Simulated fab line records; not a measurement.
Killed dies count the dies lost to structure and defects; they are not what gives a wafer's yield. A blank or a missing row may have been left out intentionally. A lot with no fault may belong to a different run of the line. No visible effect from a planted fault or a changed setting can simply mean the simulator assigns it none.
Lot-split experiment | flow n5Finfet | 21 wafers read from 7 lots, route of 1938 steps

== ABOUT THE SPLIT ==
At N5_BEOL_M1_ETCH_74 (etches underlayer in N2/H2, target depth 6.5 nm, time 5.2 s), the setting biasW was moved away from the recipe's 150 W on 8 of the 21 wafers read, by -13.0% to +8.1%. For the rest of the wafers, this setting stayed at what the recipe calls for.

The reading is taken at the split's own step.

== THE READING ==
rfVppV, in V, at N5_BEOL_M1_ETCH_74 (etches underlayer in N2/H2, target depth 6.5 nm, time 5.2 s). Typical for fault-free wafers on this fab line: 523.7 V, with standard deviation 2.4 V.

wafer  | tool, chamber at the split | biasW as run, W | against the recipe | rfVppV, V | against lot-mates on the recipe
L084.3 | rieDiel-04, 0              | 136             | -9.3%              | 493.0     | -31.1
L084.4 | rieDiel-04, 3              | 136             | -9.3%              | 492.0     | -32.1
L084.5 | rieDiel-04, 1              | 150             | recipe             | 524.1     | -
L086.3 | rieDiel-04, 3              | 150             | recipe             | 519.1     | -
L086.5 | rieDiel-04, 0              | 150             | recipe             | 524.9     | -
L086.6 | rieDiel-04, 1              | 162             | +8.0%              | 547.3     | +25.3
L089.1 | rieDiel-04, 3              | 130.5           | -13.0%             | 477.7     | -44.4
L089.2 | rieDiel-04, 0              | 150             | recipe             | 522.1     | -
L089.6 | rieDiel-04, 3              | 130.5           | -13.0%             | 478.7     | -43.4
L090.3 | rieDiel-04, 2              | 150             | recipe             | 526.2     | -
L090.4 | rieDiel-04, 1              | 133.9           | -10.7%             | 487.9     | -38.3
L090.6 | rieDiel-04, 1              | 133.9           | -10.7%             | 487.0     | -39.2
L091.3 | rieDiel-05, 1              | 150             | recipe             | 526.3     | -
L091.4 | rieDiel-05, 2              | 150             | recipe             | 526.4     | -
L091.6 | rieDiel-05, 3              | 150             | recipe             | 525.7     | -
L094.1 | rieDiel-05, 1              | 150             | recipe             | 524.7     | -
L094.2 | rieDiel-05, 2              | 150             | recipe             | 524.5     | -
L094.5 | rieDiel-05, 2              | 150             | recipe             | 525.3     | -
L097.1 | rieDiel-04, 0              | 150             | recipe             | 522.3     | -
L097.2 | rieDiel-04, 2              | 162.1           | +8.1%              | 551.6     | +28.8
L097.6 | rieDiel-04, 1              | 150             | recipe             | 523.3     | -

THE FIT
A straight line over all 21 wafers: rfVppV changes by +3.4 V for each +1% of biasW; r = +1.00; the points scatter about the line by 2 V.
The same after taking each lot's own level away (the mean of its wafers on the recipe; 21 wafers): +3.43 V for each +1%; r = +1.00; scatter 1.3 V.
That fit puts the effect of the largest move of biasW on the reading at 45 V.
The lots' own levels span 522.00 to 526.20 V, that is 1.8 times the standard deviation above.
Consequently the slope shifts little with the lot-to-lot level, the two slopes agreeing.
Check: -44.8 V against its lot-mates is what the line predicts for one of the wafers moved furthest among these (-13.0%) when that wafer is left out of the fit. It came out at -44.4 V against them.
Tool readings at the split's step, against how far the setting was moved: rfVppV r = +1.00.

== OTHER SPLITS APPLIED TO THESE WAFERS ==
Note: prior to the reading, these wafers also went through further splits. Each is held against what the fit with the lots' levels taken away leaves over:
other split on the same wafers       | wafers away from the commonest value | r with rfVppV (lot level and that fit taken away)
N5_HKMG_FIN_EXPOSE_46 doseMj         | 7                                    | +0.01
N5_GATE_CUT_ALD_22 aldCycles         | 7                                    | -0.14
N5_MOL_CONTACT_COAG_COAT_104 spinRpm | 4                                    | -0.01
N5_MOL_CONTACT_COAG_ETCH_91 sourceW  | 6                                    | +0.07
N5_BEOL_M0_SAQP_COAT_08 spinRpm      | 5                                    | +0.22
N5_BEOL_M0_SAQP_COAT_87 spinRpm      | 9                                    | +0.10
N5_BEOL_M0_SAQP_EXPOSE_37 doseMj     | 5                                    | -0.34

== THE FILE'S OWN FIT ==
rfVppV changes by +3.43 V for each +1% of biasW, r = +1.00.
